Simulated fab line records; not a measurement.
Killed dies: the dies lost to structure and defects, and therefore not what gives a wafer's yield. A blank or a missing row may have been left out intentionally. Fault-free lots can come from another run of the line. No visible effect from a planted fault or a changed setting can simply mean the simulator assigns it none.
Split-lot trial -- flow n5Finfet -- 21 wafers read across 7 lots, on a route 1938 steps long

## THE SPLIT ITSELF
At N5_BEOL_M0_SAQP_PECVD_00 (deposits SiCN from 3MS/NH3, target thk 8 nm, time 14 s), the setting timeS was moved away from the recipe's 14 s on 8 of the 21 wafers read, by -13.9% to +11.7%. The other wafers ran this setting at the recipe's value.

The reading is taken at the split's own step.

## THE READING
SiCN_of_BEOL_M0_SAQP_PECVD_00.thkNm (the simulator's own value, which no gauge read), in nm, at N5_BEOL_M0_SAQP_PECVD_00 (deposits SiCN from 3MS/NH3, target thk 8 nm, time 14 s). No usual value for it is given in the file. Here, 13 wafers ran the recipe; their average is 8.0 nm with a standard deviation of 0.095 nm.

wafer,"tool, chamber at the split","timeS as run, s",against the recipe,"SiCN_of_BEOL_M0_SAQP_PECVD_00.thkNm, nm",against lot-mates on the recipe
L078.1,"pecvd-01, 1,0",14,recipe,8,-
L078.6,"pecvd-01, 1,0",14,recipe,8,-
L078.3,"pecvd-01, 0",15.64,+11.7%,8.8,+0.8
L079.1,"pecvd-04, 1",15.34,+9.6%,8.6,+0.6
L079.3,"pecvd-04, 2",15.34,+9.6%,8.8,+0.8
L079.6,"pecvd-04, 1",14,recipe,8,-
L081.3,"pecvd-03, 0",14,recipe,8,-
L081.5,"pecvd-03, 0,2",15.24,+8.9%,8.8,+0.8
L081.6,"pecvd-03, 0,2",15.24,+8.9%,8.8,+0.8
L088.1,"pecvd-01, 1",14,recipe,8,-
L088.3,"pecvd-01, 2,0",14,recipe,8.2,-
L088.4,"pecvd-01, 2,0",14,recipe,8.2,-
L090.2,"pecvd-03, 1",14,recipe,7.8,-
L090.4,"pecvd-03, 0",15.49,+10.6%,8.8,+0.9
L090.5,"pecvd-03, 1",14,recipe,8,-
L092.1,"pecvd-01, 1,0,0",14,recipe,8,-
L092.3,"pecvd-01, 1,0,0",14,recipe,8,-
L092.5,"pecvd-01, 1,0,0",14,recipe,8,-
L095.1,"pecvd-01, 0",14,recipe,8,-
L095.3,"pecvd-01, 1,0",12.06,-13.9%,7,-1.0
L095.6,"pecvd-01, 1,0",12.06,-13.9%,7,-1.0
When a row names more than one chamber, that row covers several wafers, and the file does not tell which wafer ran in which chamber.

THE FIT
A straight line over all 21 wafers: SiCN_of_BEOL_M0_SAQP_PECVD_00.thkNm changes by +0.0744 nm for each +1% of timeS; r = +0.98; the points scatter about the line by 0.097 nm.
The same after taking each lot's own level away (the mean of its wafers on the recipe; 21 wafers): +0.0757 nm for each +1%; r = +0.99; scatter 0.079 nm.
According to that fit, moving timeS by its largest amount changes the reading by 1 nm.
Measured against the standard deviation above, the lots' own levels, which go from 7.90 to 8.13 nm, span 2.5 times it.
Consequently the slope shifts little with the lot-to-lot level, the two slopes agreeing.
Check: -1.05 nm against its lot-mates is what the line predicts for one of the wafers moved furthest among these (-13.9%) when that wafer is left out of the fit. Against them it came out at -1 nm.

## THE FILE'S OWN FIT
SiCN_of_BEOL_M0_SAQP_PECVD_00.thkNm changes by +0.0761 nm for each +1% of timeS, r = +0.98.
